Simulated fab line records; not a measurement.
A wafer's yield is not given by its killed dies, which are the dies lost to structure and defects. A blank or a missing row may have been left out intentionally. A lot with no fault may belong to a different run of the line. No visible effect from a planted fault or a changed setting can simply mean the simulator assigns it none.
Matching of chambers -- flow n5-finfet -- rie-diel-06 running N5_DUMMY_GATE_DESCUM_20: 4 sister chambers
The step chemistry O2, time 6.2 s. 14 wafers are shown with their chamber, then 7 later ones without.

## WAFERS PAIRED WITH THEIR CHAMBERS
wafer,chamber,showerhead-plenum-p-Torr (Torr),oes-product-au (a.u.),drypump-motor-current-A (A)
L076.1,1,1.98,0.70,5.1
L076.3,3,1.99,0.77,5.3
L076.6,1,1.98,0.70,5.1
L081.2,3,1.99,0.77,5.3
L081.4,0,2.06,0.89,5.3
L081.5,3,1.99,0.76,5.3
L084.1,2,2.15,0.68,4.8
L084.3,1,1.98,0.68,5.2
L084.4,3,1.99,0.77,5.3
L086.1,0,2.06,0.88,5.4
L086.2,3,1.98,0.74,5.3
L086.5,1,1.98,0.68,5.1
L090.1,3,1.98,0.75,5.3
L090.5,2,2.15,0.67,4.8

SIGNATURES (means of the wafers above)
reading,chamber 0,chamber 1,chamber 2,chamber 3,scatter within a chamber
showerhead-plenum-p-Torr,2.0600,1.9800,2.1500,1.9867,0.00365
oes-product-au,0.8850,0.6900,0.6750,0.7600,0.0114
drypump-motor-current-A,5.350,5.125,4.800,5.300,0.0354
Rule: distance of a wafer from a chamber = root of the sum over the readings of ((wafer's reading minus chamber's mean) / reading's scatter) squared. If the next closest chamber is less than 2 further off than the closest, the wafer can't be placed; otherwise it belongs to the closest. How the scatter is found: for the shown wafers, subtract from each reading the mean of its chamber, square and add these, divide the total by (wafers less chambers), then take the root.

## WAFERS WITHOUT THEIR CHAMBER
wafer,showerhead-plenum-p-Torr (Torr),oes-product-au (a.u.),drypump-motor-current-A (A)
L090.6,2.06,0.87,5.3
L095.1,1.98,0.75,5.3
L095.5,2.24,0.97,5.1
L095.6,1.98,0.74,5.3
L096.1,2.05,0.85,5.3
L096.2,2.23,0.98,5.1
L096.3,1.98,0.74,5.3

## THE CHAMBER EACH PASSED THROUGH
wafer,from the rows above,in truth
L090.6,0,0
L095.1,3,3
L095.5,2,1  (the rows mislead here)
L095.6,3,3
L096.1,0,0
L096.2,2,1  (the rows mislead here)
L096.3,3,3
5 of 7 placed correctly. Not placeable from these rows: 0. Wrongly placed: 2.
